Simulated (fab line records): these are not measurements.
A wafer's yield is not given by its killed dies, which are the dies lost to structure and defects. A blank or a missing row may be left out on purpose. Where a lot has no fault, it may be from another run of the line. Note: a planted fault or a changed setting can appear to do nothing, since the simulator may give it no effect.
Chamber matching + flow nandHarc + NHARC_A_CHANNEL_FILL_D1_CMP_10 on cmp-02: 4 sister chambers
The step polishes, target thk 150 nm. 18 wafers are shown with their chamber, then 9 later ones without.

WAFERS PAIRED WITH THEIR CHAMBERS
| wafer  | chamber | motorCurrentA (A) | timeToEndpointS (s) |
|--------|---------|-------------------|---------------------|
| L078.1 | 3       | 11.2              | 14.9                |
| L078.3 | 2       | 12.2              | 14.6                |
| L078.6 | 3       | 10.8              | 14.0                |
| L074.1 | 1       | 10.8              | 12.7                |
| L074.5 | 2       | 13.2              | 13.4                |
| L074.6 | 3       | 10.9              | 13.5                |
| L075.1 | 2       | 13.5              | 14.8                |
| L075.2 | 1       | 10.3              | 12.3                |
| L075.5 | 2       | 13.1              | 16.0                |
| L082.1 | 0       | 13.9              | 10.6                |
| L082.2 | 3       | 11.6              | 13.4                |
| L082.5 | 2       | 12.0              | 16.2                |
| L087.1 | 2       | 12.9              | 14.8                |
| L087.2 | 0       | 13.6              | 10.2                |
| L087.6 | 0       | 13.2              | 10.6                |
| L091.4 | 2       | 12.9              | 17.1                |
| L091.5 | 1       | 10.8              | 14.4                |
| L091.6 | 0       | 13.7              | 11.3                |

SIGNATURES, as means of the wafers listed above
| reading         | chamber 0 | chamber 1 | chamber 2 | chamber 3 | scatter within a chamber |
|-----------------|-----------|-----------|-----------|-----------|--------------------------|
| motorCurrentA   | 13.600    | 10.633    | 12.829    | 11.125    | 0.428                    |
| timeToEndpointS | 10.675    | 13.133    | 15.271    | 13.950    | 0.988                    |
Rule: for each reading, subtract the chamber's mean from the wafer's reading, divide by that reading's scatter and square the result; add these up over the readings and take the root, which gives the wafer's distance from the chamber. If the next closest chamber is less than 2 further off than the closest, the wafer can't be placed; otherwise it belongs to the closest. The scatter: take each reading less its chamber's mean, square it, sum over the shown wafers, divide by the number of wafers less the number of chambers, and take the root.

WAFERS WHOSE CHAMBER IS MISSING
| wafer  | motorCurrentA (A) | timeToEndpointS (s) |
|--------|-------------------|---------------------|
| L093.1 | 10.7              | 15.2                |
| L093.2 | 11.7              | 15.4                |
| L093.6 | 10.6              | 15.9                |
| L095.2 | 14.4              | 10.2                |
| L095.4 | 10.3              | 12.9                |
| L095.5 | 14.2              | 9.3                 |
| L096.1 | 10.7              | 15.5                |
| L096.4 | 14.1              | 9.9                 |
| L096.5 | 10.9              | 13.5                |

CHAMBER TAKEN BY EACH
| wafer  | from the rows above          | in truth |
|--------|------------------------------|----------|
| L093.1 | can't be placed: 3 or 1      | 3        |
| L093.2 | can't be placed: 3 or 2 or 1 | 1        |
| L093.6 | can't be placed: 3 or 1      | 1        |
| L095.2 | 0                            | 0        |
| L095.4 | can't be placed: 1 or 3      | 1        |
| L095.5 | 0                            | 0        |
| L096.1 | can't be placed: 3 or 1      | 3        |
| L096.4 | 0                            | 0        |
| L096.5 | can't be placed: 3 or 1      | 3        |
Placed correctly: 3 of 9. Unplaceable from these rows: 6, with the true chamber sitting among the candidates in 6. Placed wrongly: 0.
